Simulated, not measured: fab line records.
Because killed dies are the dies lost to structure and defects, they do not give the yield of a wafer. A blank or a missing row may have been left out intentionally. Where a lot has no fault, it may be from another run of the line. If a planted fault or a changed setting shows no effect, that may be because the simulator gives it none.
fab line records / flow n5Finfet / part 2 of 2: steps 6 to 6 of 6
record: lots: 9 wafers: 27 lastDay: 18
route steps=1938 shown ZERO_LAYER@14 WELL_APT@29 PMOS_HMC_CHANNEL_EPI@57 BEOL_M4@1111 PASSIVATION@1936
lots that met no fault: from a run of the same line without faults
startH: hours from the record's first day to the start of the lot's first wafer shown / waitH: how many hours have passed since the lot's step before this one / " same as the row above / L1.1+2: a single row standing in for several wafers / - no value, or no start given / * or withheld: withheld / < > ~ a bound
route shown NAME@n: names a module that has steps shown in the file, with the first one's number in the route / usual: mean/standard deviation of fault-free wafers / same: alike in all rows / chamber/n: place in a boat / sites: each site's reading / _std_site: standard deviation across them / _edge_site: mean of outer sites minus mean of inner sites / radiusMm: how far each site lies from the wafer's centre / mask NAME#n: copy n / behind: the last tool/chamber to shape the wafer / hold: why the lot went on hold/how many hours it stayed there/how the hold came to an end / device: the n, p or np transistor that did not switch / end of line: at the end of the route, the tests of the same wafers / where a step has no rows: the recipe by itself / killed: dies that structure and defects cost at the first sort, which is not the same as the wafer's yield / map: dies across one wafer; x = killed, . = not, _ = none there
set.NAME: the setting that was run; set.NAME@STEP: the one run at that earlier step / model.NAME: the simulator's own value behind a step, which no gauge read
steps of the route over a sample of lots; a table a step, a row a wafer
services: when a tool's chamber went out of use (startH, in hours from the record's first day, below 0 if earlier), for how many hours, and the reason
== steps ==
step: N5_PASSIVATION_PROBE_49
usual: defectLimitedYield: 91.3/1.4 killed_at_M0_to_M3: 34/9.2 killed_at_M4_up: 13/5.3 killedAtContacts: 12/6 killedAtFrontEnd: 39/12 killedAtOther: 4/3.3 killedDies: 102/17 killedOpen: 67/12 killedShort: 34/7.4 sort_bin_5_function: 5.1/1 sort_bin_6_memory: 3.2/0.6 sort_bin_8_speed: 0.00/0.007 sortNPass: 1078/17 sortYieldPct: 91.3/1.4
same: grossDies: 1180 killedAtBackSide: 0 sort_bin_4_leakage[%]: 0
lot.wafer=L375.2 tool=prober-01 chamber=- startH=280.84 waitH=0.1 defectLimitedYield[%]=91.2 killed_at_M0_to_M3=33 killed_at_M4_up=15 killedAtContacts=12 killedAtFrontEnd=37 killedAtOther=7 killedDies=104 killedOpen=75 killedShort=27 sort_bin_5_function[%]=5.4 sort_bin_6_memory[%]=3.2 sort_bin_8_speed[%]=0 sortNPass=1076 sortYieldPct[%]=91.2
lot.wafer=L375.3 tool=prober-01 chamber=- startH=280.89 waitH=0.1 defectLimitedYield[%]=91.4 killed_at_M0_to_M3=34 killed_at_M4_up=14 killedAtContacts=4 killedAtFrontEnd=41 killedAtOther=8 killedDies=101 killedOpen=71 killedShort=29 sort_bin_5_function[%]=4.5 sort_bin_6_memory[%]=3.9 sort_bin_8_speed[%]=0 sortNPass=1079 sortYieldPct[%]=91.4
lot.wafer=L375.4 tool=prober-01 chamber=- startH=280.94 waitH=0.2 defectLimitedYield[%]=91.1 killed_at_M0_to_M3=27 killed_at_M4_up=9 killedAtContacts=8 killedAtFrontEnd=48 killedAtOther=13 killedDies=105 killedOpen=71 killedShort=34 sort_bin_5_function[%]=6.1 sort_bin_6_memory[%]=2.5 sort_bin_8_speed[%]=0 sortNPass=1075 sortYieldPct[%]=91.1
lot.wafer=L380.2 tool=prober-01 chamber=- startH=316.87 waitH=0.1 defectLimitedYield[%]=90.4 killed_at_M0_to_M3=41 killed_at_M4_up=13 killedAtContacts=14 killedAtFrontEnd=40 killedAtOther=5 killedDies=113 killedOpen=78 killedShort=32 sort_bin_5_function[%]=6.3 sort_bin_6_memory[%]=3.0 sort_bin_8_speed[%]=0 sortNPass=1067 sortYieldPct[%]=90.4
lot.wafer=L380.4 tool=prober-01 chamber=- startH=316.97 waitH=0.2 defectLimitedYield[%]=92.1 killed_at_M0_to_M3=34 killed_at_M4_up=12 killedAtContacts=3 killedAtFrontEnd=44 killedAtOther=0 killedDies=93 killedOpen=67 killedShort=26 sort_bin_5_function[%]=4.9 sort_bin_6_memory[%]=2.8 sort_bin_8_speed[%]=0 sortNPass=1087 sortYieldPct[%]=92.1
lot.wafer=L380.5 tool=prober-01 chamber=- startH=317.02 waitH=0.3 defectLimitedYield[%]=90.2 killed_at_M0_to_M3=48 killed_at_M4_up=14 killedAtContacts=9 killedAtFrontEnd=45 killedAtOther=0 killedDies=116 killedOpen=74 killedShort=42 sort_bin_5_function[%]=5.9 sort_bin_6_memory[%]=3.6 sort_bin_8_speed[%]=0 sortNPass=1064 sortYieldPct[%]=90.2
lot.wafer=L385.3 tool=prober-01 chamber=- startH=362.25 waitH=0.1 defectLimitedYield[%]=93.0 killed_at_M0_to_M3=31 killed_at_M4_up=8 killedAtContacts=15 killedAtFrontEnd=20 killedAtOther=9 killedDies=83 killedOpen=57 killedShort=25 sort_bin_5_function[%]=4.6 sort_bin_6_memory[%]=2.2 sort_bin_8_speed[%]=85.59 sortNPass=87 sortYieldPct[%]=7.4
lot.wafer=L385.5 tool=prober-01 chamber=- startH=362.35 waitH=0.2 defectLimitedYield[%]=91.6 killed_at_M0_to_M3=32 killed_at_M4_up=10 killedAtContacts=9 killedAtFrontEnd=46 killedAtOther=2 killedDies=99 killedOpen=55 killedShort=38 sort_bin_5_function[%]=4.4 sort_bin_6_memory[%]=3.8 sort_bin_8_speed[%]=91.36 sortNPass=3 sortYieldPct[%]=0.3
lot.wafer=L385.6 tool=prober-01 chamber=- startH=362.40 waitH=0.3 defectLimitedYield[%]=89.5 killed_at_M0_to_M3=45 killed_at_M4_up=13 killedAtContacts=11 killedAtFrontEnd=48 killedAtOther=7 killedDies=124 killedOpen=81 killedShort=40 sort_bin_5_function[%]=5.7 sort_bin_6_memory[%]=4.5 sort_bin_8_speed[%]=88.14 sortNPass=16 sortYieldPct[%]=1.4
lot.wafer=L386.1 tool=prober-02 chamber=- startH=364.49 waitH=0.0 defectLimitedYield[%]=91.0 killed_at_M0_to_M3=29 killed_at_M4_up=16 killedAtContacts=20 killedAtFrontEnd=41 killedAtOther=0 killedDies=106 killedOpen=65 killedShort=41 sort_bin_5_function[%]=4.9 sort_bin_6_memory[%]=3.8 sort_bin_8_speed[%]=84.92 sortNPass=72 sortYieldPct[%]=6.1
lot.wafer=L386.3 tool=prober-02 chamber=- startH=364.59 waitH=0.1 defectLimitedYield[%]=89.0 killed_at_M0_to_M3=27 killed_at_M4_up=16 killedAtContacts=26 killedAtFrontEnd=58 killedAtOther=3 killedDies=130 killedOpen=78 killedShort=49 sort_bin_5_function[%]=6.9 sort_bin_6_memory[%]=3.7 sort_bin_8_speed[%]=50.17 sortNPass=458 sortYieldPct[%]=38.8
lot.wafer=L386.5 tool=prober-02 chamber=- startH=364.69 waitH=0.2 defectLimitedYield[%]=92.7 killed_at_M0_to_M3=39 killed_at_M4_up=15 killedAtContacts=4 killedAtFrontEnd=23 killedAtOther=5 killedDies=86 killedOpen=57 killedShort=27 sort_bin_5_function[%]=4.3 sort_bin_6_memory[%]=2.9 sort_bin_8_speed[%]=92.71 sortNPass=0 sortYieldPct[%]=0
lot.wafer=L384.4 tool=prober-01 chamber=- startH=368.93 waitH=0.2 defectLimitedYield[%]=92.5 killed_at_M0_to_M3=40 killed_at_M4_up=10 killedAtContacts=6 killedAtFrontEnd=30 killedAtOther=3 killedDies=89 killedOpen=54 killedShort=35 sort_bin_5_function[%]=4.6 sort_bin_6_memory[%]=2.7 sort_bin_8_speed[%]=0 sortNPass=1091 sortYieldPct[%]=92.5
lot.wafer=L384.5 tool=prober-01 chamber=- startH=368.98 waitH=0.2 defectLimitedYield[%]=92.1 killed_at_M0_to_M3=37 killed_at_M4_up=13 killedAtContacts=6 killedAtFrontEnd=34 killedAtOther=3 killedDies=93 killedOpen=64 killedShort=28 sort_bin_5_function[%]=4.5 sort_bin_6_memory[%]=3.2 sort_bin_8_speed[%]=0 sortNPass=1087 sortYieldPct[%]=92.1
lot.wafer=L384.6 tool=prober-01 chamber=- startH=369.03 waitH=0.3 defectLimitedYield[%]=92.5 killed_at_M0_to_M3=32 killed_at_M4_up=16 killedAtContacts=7 killedAtFrontEnd=31 killedAtOther=2 killedDies=88 killedOpen=55 killedShort=32 sort_bin_5_function[%]=3.8 sort_bin_6_memory[%]=3.4 sort_bin_8_speed[%]=0 sortNPass=1092 sortYieldPct[%]=92.5
lot.wafer=L390.3 tool=prober-02 chamber=- startH=379.95 waitH=0.1 defectLimitedYield[%]=90.6 killed_at_M0_to_M3=26 killed_at_M4_up=22 killedAtContacts=14 killedAtFrontEnd=47 killedAtOther=2 killedDies=111 killedOpen=74 killedShort=30 sort_bin_5_function[%]=5.5 sort_bin_6_memory[%]=3.2 sort_bin_8_speed[%]=0 sortNPass=1069 sortYieldPct[%]=90.6
lot.wafer=L390.4 tool=prober-02 chamber=- startH=380.00 waitH=0.2 defectLimitedYield[%]=91.5 killed_at_M0_to_M3=36 killed_at_M4_up=6 killedAtContacts=21 killedAtFrontEnd=35 killedAtOther=2 killedDies=100 killedOpen=54 killedShort=40 sort_bin_5_function[%]=3.8 sort_bin_6_memory[%]=3.4 sort_bin_8_speed[%]=0 sortNPass=1080 sortYieldPct[%]=91.5
lot.wafer=L390.5 tool=prober-02 chamber=- startH=380.05 waitH=0.2 defectLimitedYield[%]=91.1 killed_at_M0_to_M3=15 killed_at_M4_up=24 killedAtContacts=26 killedAtFrontEnd=35 killedAtOther=5 killedDies=105 killedOpen=69 killedShort=35 sort_bin_5_function[%]=6.5 sort_bin_6_memory[%]=2.0 sort_bin_8_speed[%]=0 sortNPass=1075 sortYieldPct[%]=91.1
lot.wafer=L395.3 tool=prober-02 chamber=- startH=415.11 waitH=0.1 defectLimitedYield[%]=90.8 killed_at_M0_to_M3=30 killed_at_M4_up=15 killedAtContacts=15 killedAtFrontEnd=48 killedAtOther=1 killedDies=109 killedOpen=77 killedShort=30 sort_bin_5_function[%]=5.3 sort_bin_6_memory[%]=3.6 sort_bin_8_speed[%]=0 sortNPass=1071 sortYieldPct[%]=90.8
lot.wafer=L395.4 tool=prober-02 chamber=- startH=415.16 waitH=0.2 defectLimitedYield[%]=90.1 killed_at_M0_to_M3=34 killed_at_M4_up=13 killedAtContacts=21 killedAtFrontEnd=42 killedAtOther=7 killedDies=117 killedOpen=73 killedShort=41 sort_bin_5_function[%]=6.6 sort_bin_6_memory[%]=2.5 sort_bin_8_speed[%]=0 sortNPass=1063 sortYieldPct[%]=90.1
lot.wafer=L395.5 tool=prober-02 chamber=- startH=415.21 waitH=0.2 defectLimitedYield[%]=90.7 killed_at_M0_to_M3=20 killed_at_M4_up=14 killedAtContacts=10 killedAtFrontEnd=65 killedAtOther=1 killedDies=110 killedOpen=73 killedShort=37 sort_bin_5_function[%]=5.9 sort_bin_6_memory[%]=3.1 sort_bin_8_speed[%]=0 sortNPass=1070 sortYieldPct[%]=90.7
lot.wafer=L397.1 tool=prober-01 chamber=- startH=435.23 waitH=0.0 defectLimitedYield[%]=94.3 killed_at_M0_to_M3=19 killed_at_M4_up=19 killedAtContacts=5 killedAtFrontEnd=19 killedAtOther=5 killedDies=67 killedOpen=50 killedShort=16 sort_bin_5_function[%]=3.0 sort_bin_6_memory[%]=2.6 sort_bin_8_speed[%]=0 sortNPass=1113 sortYieldPct[%]=94.3
lot.wafer=L397.2 tool=prober-01 chamber=- startH=435.28 waitH=0.1 defectLimitedYield[%]=91.3 killed_at_M0_to_M3=42 killed_at_M4_up=19 killedAtContacts=7 killedAtFrontEnd=32 killedAtOther=3 killedDies=103 killedOpen=83 killedShort=20 sort_bin_5_function[%]=5.9 sort_bin_6_memory[%]=2.6 sort_bin_8_speed[%]=0 sortNPass=1077 sortYieldPct[%]=91.3
lot.wafer=L397.4 tool=prober-01 chamber=- startH=435.38 waitH=0.2 defectLimitedYield[%]=91.5 killed_at_M0_to_M3=41 killed_at_M4_up=18 killedAtContacts=6 killedAtFrontEnd=29 killedAtOther=6 killedDies=100 killedOpen=64 killedShort=35 sort_bin_5_function[%]=4.8 sort_bin_6_memory[%]=3.4 sort_bin_8_speed[%]=0 sortNPass=1080 sortYieldPct[%]=91.5
lot.wafer=L396.1 tool=prober-01 chamber=- startH=443.16 waitH=0.0 defectLimitedYield[%]=89.9 killed_at_M0_to_M3=40 killed_at_M4_up=9 killedAtContacts=9 killedAtFrontEnd=53 killedAtOther=8 killedDies=119 killedOpen=80 killedShort=39 sort_bin_5_function[%]=5.3 sort_bin_6_memory[%]=4.7 sort_bin_8_speed[%]=0 sortNPass=1061 sortYieldPct[%]=89.9
lot.wafer=L396.3 tool=prober-01 chamber=- startH=443.26 waitH=0.1 defectLimitedYield[%]=91.7 killed_at_M0_to_M3=38 killed_at_M4_up=8 killedAtContacts=6 killedAtFrontEnd=38 killedAtOther=8 killedDies=98 killedOpen=59 killedShort=39 sort_bin_5_function[%]=5.1 sort_bin_6_memory[%]=3.0 sort_bin_8_speed[%]=0 sortNPass=1082 sortYieldPct[%]=91.7
lot.wafer=L396.6 tool=prober-01 chamber=- startH=443.41 waitH=0.3 defectLimitedYield[%]=93.9 killed_at_M0_to_M3=19 killed_at_M4_up=12 killedAtContacts=13 killedAtFrontEnd=27 killedAtOther=1 killedDies=72 killedOpen=45 killedShort=26 sort_bin_5_function[%]=3.0 sort_bin_6_memory[%]=2.9 sort_bin_8_speed[%]=0 sortNPass=1108 sortYieldPct[%]=93.9
killed by level:class
L375.2 BEOL_M2:geometricParticle:open=12 MOL_CONTACT_COAG:geometricParticle:open=10 BEOL_M3:geometricParticle:open=7 STI_FIN_REVEAL:geometricParticle:open=6 DUMMY_GATE:geometricParticle:open=5 SPACER0:geometricParticle:open=5 STARTING-WAFER:geometricParticle:open=5 BEOL_M4:geometricParticle:open=5
L375.3 STI_FIN_REVEAL:geometricParticle:open=15 FIN_SAQP:geometricParticle:open=9 BEOL_M2:geometricParticle:open=8 BEOL_M0_SAQP:geometricParticle:short=6 BEOL_M0_SAQP:geometricParticle:open=6 BEOL_M4:geometricParticle:open=6 FIN_SAQP:geometricParticle:short=5 GATE_CUT:geometricParticle:short=5
L375.4 STI_FIN_REVEAL:geometricParticle:open=15 BEOL_M3:geometricParticle:open=10 FIN_SAQP:geometricParticle:short=9 FIN_SAQP:geometricParticle:open=8 MOL_CONTACT_COAG:geometricParticle:open=6 BEOL_M0:geometricParticle:open=4 BEOL_M2:geometricParticle:short=4 STI_FIN_REVEAL:geometricParticle:short=3
L380.2 MOL_CONTACT_COAG:geometricParticle:open=13 STI_FIN_REVEAL:geometricParticle:open=11 BEOL_M2:geometricParticle:open=9 BEOL_M0_SAQP:geometricParticle:open=8 BEOL_M2:geometricParticle:short=6 BEOL_M0_SAQP:geometricParticle:short=5 BEOL_M3:geometricParticle:open=5 BEOL_M4:geometricParticle:open=5
L380.4 STI_FIN_REVEAL:geometricParticle:open=19 BEOL_M0_SAQP:geometricParticle:open=8 BEOL_M2:geometricParticle:open=8 BEOL_M0_SAQP:geometricParticle:short=6 FIN_SAQP:geometricParticle:open=4 FIN_SAQP:geometricParticle:short=4 BEOL_M8:geometricParticle:open=4 DUMMY_GATE:geometricParticle:short=3
L380.5 STI_FIN_REVEAL:geometricParticle:open=22 BEOL_M0_SAQP:geometricParticle:short=18 BEOL_M0_SAQP:geometricParticle:open=10 MOL_CONTACT_COAG:geometricParticle:open=7 BEOL_M1:geometricParticle:open=7 STI_FIN_REVEAL:geometricParticle:short=5 BEOL_M3:geometricParticle:open=4 GATE_CUT:geometricParticle:short=4
L385.3 MOL_CONTACT_COAG:geometricParticle:open=11 BEOL_M1:geometricParticle:open=8 BEOL_M2:geometricParticle:open=8 DUMMY_GATE:geometricParticle:open=5 GATE_CUT:geometricParticle:short=5 BEOL_M0_SAQP:geometricParticle:short=5 PASS1_DEP:geometricParticle:open=5 MOL_CONTACT_COAG:geometricParticle:short=4
L385.5 BEOL_M0_SAQP:geometricParticle:short=11 BEOL_M1:geometricParticle:open=10 STI_FIN_REVEAL:geometricParticle:open=8 FIN_SAQP:geometricParticle:short=6 FIN_SAQP:geometricParticle:open=6 GATE_CUT:geometricParticle:open=5 MOL_CONTACT_COAG:geometricParticle:open=5 DUMMY_GATE:geometricParticle:open=4
L385.6 BEOL_M1:geometricParticle:open=17 FIN_SAQP:geometricParticle:short=10 FIN_SAQP:geometricParticle:open=10 GATE_CUT:geometricParticle:open=8 BEOL_M0_SAQP:geometricParticle:open=8 BEOL_M4:geometricParticle:open=7 MOL_CONTACT_COAG:geometricParticle:open=6 MOL_CONTACT_COAG:geometricParticle:short=5
L386.1 MOL_CONTACT_COAG:geometricParticle:open=16 FIN_SAQP:geometricParticle:short=11 FIN_SAQP:geometricParticle:open=11 BEOL_M0_SAQP:geometricParticle:short=11 BEOL_M0_SAQP:geometricParticle:open=9 STI_FIN_REVEAL:geometricParticle:open=6 BEOL_M4:geometricParticle:open=6 MOL_CONTACT_COAG:geometricParticle:short=4
L386.3 FIN_SAQP:geometricParticle:open=30 MOL_CONTACT_COAG:geometricParticle:open=20 FIN_SAQP:geometricParticle:short=17 BEOL_M4:geometricParticle:open=9 BEOL_M0_SAQP:geometricParticle:short=7 MOL_CONTACT_COAG:geometricParticle:short=6 BEOL_M0_SAQP:geometricParticle:open=5 GATE_CUT:geometricParticle:short=4
L386.5 BEOL_M1:geometricParticle:open=12 FIN_SAQP:geometricParticle:open=10 FIN_SAQP:geometricParticle:short=8 BEOL_M0_SAQP:geometricParticle:open=8 BEOL_M4:geometricParticle:open=7 BEOL_M0_SAQP:geometricParticle:short=6 BEOL_M3:geometricParticle:open=6 BEOL_M2:geometricParticle:open=4
L384.4 BEOL_M3:geometricParticle:open=17 FIN_SAQP:geometricParticle:short=10 MOL_CONTACT_COAG:geometricParticle:open=5 BEOL_M0_SAQP:geometricParticle:open=5 GATE_CUT:geometricParticle:short=4 BEOL_M0:geometricParticle:short=4 BEOL_M2:geometricParticle:open=4 BEOL_M3:geometricParticle:short=4
L384.5 BEOL_M3:geometricParticle:open=16 BEOL_M2:geometricParticle:open=8 STI_FIN_REVEAL:geometricParticle:open=6 MOL_CONTACT_COAG:geometricParticle:open=6 STARTING-WAFER:geometricParticle:short=6 BEOL_M4:geometricParticle:open=5 STARTING-WAFER:geometricParticle:open=4 BEOL_M1:geometricParticle:open=4
L384.6 BEOL_M3:geometricParticle:open=9 BEOL_M0_SAQP:geometricParticle:short=8 STI_FIN_REVEAL:geometricParticle:open=6 BEOL_M0_SAQP:geometricParticle:open=6 MOL_CONTACT_COAG:geometricParticle:open=6 GATE_CUT:geometricParticle:short=5 STARTING-WAFER:geometricParticle:open=5 BEOL_M4:geometricParticle:open=4
L390.3 STI_FIN_REVEAL:geometricParticle:open=12 MOL_CONTACT_COAG:geometricParticle:open=12 BEOL_M2:geometricParticle:open=11 BEOL_M4:geometricParticle:open=9 FIN_SAQP:geometricParticle:short=8 HKMG_FIN:areaEtch=7 BEOL_M5:geometricParticle:open=6 DUMMY_GATE:geometricParticle:open=5
L390.4 BEOL_M2:geometricParticle:open=18 MOL_CONTACT_COAG:geometricParticle:open=13 FIN_SAQP:geometricParticle:short=9 MOL_CONTACT_COAG:geometricParticle:short=8 BEOL_M0_SAQP:geometricParticle:short=7 DUMMY_GATE:geometricParticle:open=6 HKMG_FIN:areaEtch=6 BEOL_M2:geometricParticle:short=5
L390.5 MOL_CONTACT_COAG:geometricParticle:open=20 FIN_SAQP:geometricParticle:open=16 BEOL_M4:geometricParticle:open=8 FIN_SAQP:geometricParticle:short=6 MOL_CONTACT_COAG:geometricParticle:short=6 BEOL_M7:geometricParticle:open=5 BEOL_M4:geometricParticle:short=5 GATE_CUT:geometricParticle:short=3
L395.3 STI_FIN_REVEAL:geometricParticle:open=15 BEOL_M2:geometricParticle:open=13 MOL_CONTACT_COAG:geometricParticle:open=11 FIN_SAQP:geometricParticle:short=8 BEOL_M4:geometricParticle:open=7 FIN_SAQP:geometricParticle:open=6 BEOL_M0_SAQP:geometricParticle:short=6 BEOL_M0_SAQP:geometricParticle:open=5
L395.4 MOL_CONTACT_COAG:geometricParticle:open=18 FIN_SAQP:geometricParticle:short=10 BEOL_M0_SAQP:geometricParticle:short=9 BEOL_M0_SAQP:geometricParticle:open=8 BEOL_M2:geometricParticle:open=7 STI_FIN_REVEAL:geometricParticle:open=6 FIN_SAQP:geometricParticle:open=5 BEOL_M3:geometricParticle:open=5
L395.5 FIN_SAQP:geometricParticle:open=16 FIN_SAQP:geometricParticle:short=14 STI_FIN_REVEAL:geometricParticle:open=10 MOL_CONTACT_COAG:geometricParticle:open=7 BEOL_M3:geometricParticle:open=7 BEOL_M4:geometricParticle:open=6 DUMMY_GATE:geometricParticle:open=5 GATE_CUT:geometricParticle:short=5
L397.1 BEOL_M4:geometricParticle:open=11 STI_FIN_REVEAL:geometricParticle:open=7 BEOL_M3:geometricParticle:open=6 DUMMY_GATE:geometricParticle:open=4 MOL_CONTACT_COAG:geometricParticle:open=4 BEOL_M0_SAQP:geometricParticle:short=3 BEOL_M1:geometricParticle:short=3 BEOL_M2:geometricParticle:open=3
L397.2 BEOL_M3:geometricParticle:open=14 STI_FIN_REVEAL:geometricParticle:open=11 BEOL_M4:geometricParticle:open=11 BEOL_M2:geometricParticle:open=9 FIN_SAQP:geometricParticle:open=8 MOL_CONTACT_COAG:geometricParticle:open=7 BEOL_M0_SAQP:geometricParticle:short=5 BEOL_M6:geometricParticle:open=4
L397.4 BEOL_M0_SAQP:geometricParticle:open=11 BEOL_M2:geometricParticle:open=10 BEOL_M0_SAQP:geometricParticle:short=10 STI_FIN_REVEAL:geometricParticle:open=5 BEOL_M1:geometricParticle:open=5 BEOL_M4:geometricParticle:open=5 DUMMY_GATE:geometricParticle:open=4 ILD0:geometricParticle:short=4
L396.1 FIN_SAQP:geometricParticle:open=20 STI_FIN_REVEAL:geometricParticle:open=13 BEOL_M3:geometricParticle:open=10 BEOL_M0_SAQP:geometricParticle:short=9 MOL_CONTACT_COAG:geometricParticle:open=8 BEOL_M0_SAQP:geometricParticle:open=8 GATE_CUT:geometricParticle:short=5 BEOL_M3:geometricParticle:short=5
L396.3 BEOL_M0_SAQP:geometricParticle:short=10 FIN_SAQP:geometricParticle:short=9 FIN_SAQP:geometricParticle:open=8 BEOL_M0_SAQP:geometricParticle:open=7 BEOL_M3:geometricParticle:open=7 STI_FIN_REVEAL:geometricParticle:open=5 MOL_CONTACT_COAG:geometricParticle:open=5 BEOL_M1:geometricParticle:open=5
L396.6 MOL_CONTACT_COAG:geometricParticle:open=10 FIN_SAQP:geometricParticle:short=8 FIN_SAQP:geometricParticle:open=7 BEOL_M5:geometricParticle:open=4 STI_FIN_REVEAL:geometricParticle:open=3 MOL_CONTACT_COAG:geometricParticle:short=3 BEOL_M0:geometricParticle:open=3 BEOL_M1:geometricParticle:short=3
== services ==
tool=pecvd-02 chamber=1 startH=-2.17 hours=3.9 kind=repair
tool=pecvd-04 chamber=- startH=6.36 hours=0.6 kind=repair
tool=rieDiel-03 chamber=0 startH=18.17 hours=8.1 kind=repair
tool=rieDiel-03 chamber=3 startH=21.06 hours=13.6 kind=repair
tool=pecvd-02 chamber=2 startH=21.12 hours=- kind=clean
tool=pecvd-02 chamber=2 startH=21.12 hours=- kind=consumableReplace:showerhead
tool=pecvd-02 chamber=2 startH=21.12 hours=29.0 kind=scheduledDown
tool=pecvd-02 chamber=2 startH=21.12 hours=29.0 kind=ventCycle
tool=rieDiel-03 chamber=1 startH=31.36 hours=9.3 kind=repair
tool=pecvd-03 chamber=0 startH=31.60 hours=3.6 kind=repair
tool=pecvd-04 chamber=- startH=36.86 hours=6.0 kind=pm
tool=pecvd-03 chamber=0 startH=37.85 hours=5.5 kind=scheduledDown
tool=rieDiel-03 chamber=2 startH=51.47 hours=3.0 kind=repair
tool=rieDiel-03 chamber=0 startH=60.76 hours=2.5 kind=repair
tool=pecvd-04 chamber=0 startH=66.37 hours=5.8 kind=repair
tool=pecvd-03 chamber=0 startH=69.19 hours=4.2 kind=repair
tool=rieDiel-03 chamber=- startH=70.55 hours=0.5 kind=repair
tool=rieDiel-03 chamber=- startH=75.57 hours=0.7 kind=repair
tool=pecvd-04 chamber=1 startH=84.86 hours=2.1 kind=scheduledDown
tool=rieDiel-02 chamber=- startH=93.02 hours=4.3 kind=pm
tool=rieDiel-06 chamber=3 startH=122.88 hours=4.4 kind=repair
tool=pecvd-04 chamber=1 startH=126.33 hours=5.5 kind=scheduledDown
tool=pecvd-03 chamber=- startH=136.01 hours=2.8 kind=pm
tool=pecvd-02 chamber=- startH=144.95 hours=2.8 kind=pm
== key ==
firstSign: step: N5_WELL_APT_RTA_34 reading: toolRecord direction: missing
effect: step: N5_BEOL_M4_RC_MEAS_101 reading: RS_PWELL direction: down sigmas: 23 usual: 3007 struck: 2534
effect: step: N5_BEOL_M4_RC_MEAS_101 reading: CJ_N direction: down sigmas: 14 usual: 4.37 struck: 3.22
effect: step: N5_BEOL_M4_RC_MEAS_101 reading: VT_N_LONG direction: up sigmas: 12 usual: 275.7 struck: 297.9
effect: step: N5_BEOL_M4_RC_MEAS_101 reading: IOFF_N_LONG direction: up sigmas: 9.7 usual: 5.44e-05 struck: 7.39e-05
effect: step: N5_BEOL_M4_RC_MEAS_101 reading: CJ_P direction: down sigmas: 7.1 usual: 5.87 struck: 4.74
effect: step: N5_BEOL_M4_RC_MEAS_101 reading: ION_N direction: down sigmas: 6.5 usual: 673 struck: 605
effect: step: N5_BEOL_M4_RC_MEAS_101 reading: RS_NWELL direction: down sigmas: 6 usual: 1037 struck: 999
effect: step: N5_BEOL_M4_RC_MEAS_101 reading: VT_N direction: up sigmas: 4 usual: 250.5 struck: 262.1
effect: step: N5_BEOL_M4_RC_MEAS_101 reading: VT_N_LVT direction: up sigmas: 3.9 usual: 100 struck: 112
effect: step: N5_BEOL_M4_RC_MEAS_101 reading: IOFF_P_LONG direction: up sigmas: 3.2 usual: 0.000109 struck: 0.000136
effect: step: N5_BEOL_M4_RC_MEAS_101 reading: ION_P direction: down sigmas: 3 usual: 463 struck: 441
effect: step: N5_BEOL_M4_RC_MEAS_101 reading: SS_N direction: up sigmas: 2.6 usual: 71.6 struck: 73.2 wafersMoved: 5
effect: step: N5_PASSIVATION_PROBE_49 reading: sort_bin_8_speed direction: up sigmas: 99+ usual: 0.00 struck: 82.15
metAt N5_WELL_APT_RTA_34
struckLots L385,L386
notActingAt N5_ZERO_LAYER_DESCUM_16,N5_WELL_APT_OVL_MEAS_09,N5_PMOS_HMC_CHANNEL_EPI_HM_DEP_34
onsetBetween 75.75 82.25
fault: kind: skippedStepWhole tool: rtpAnneal-01,rtpAnneal-02 chamber: - onsetH: 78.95 steps: N5_WELL_APT_RTA_34 scope: struckLotsOnly
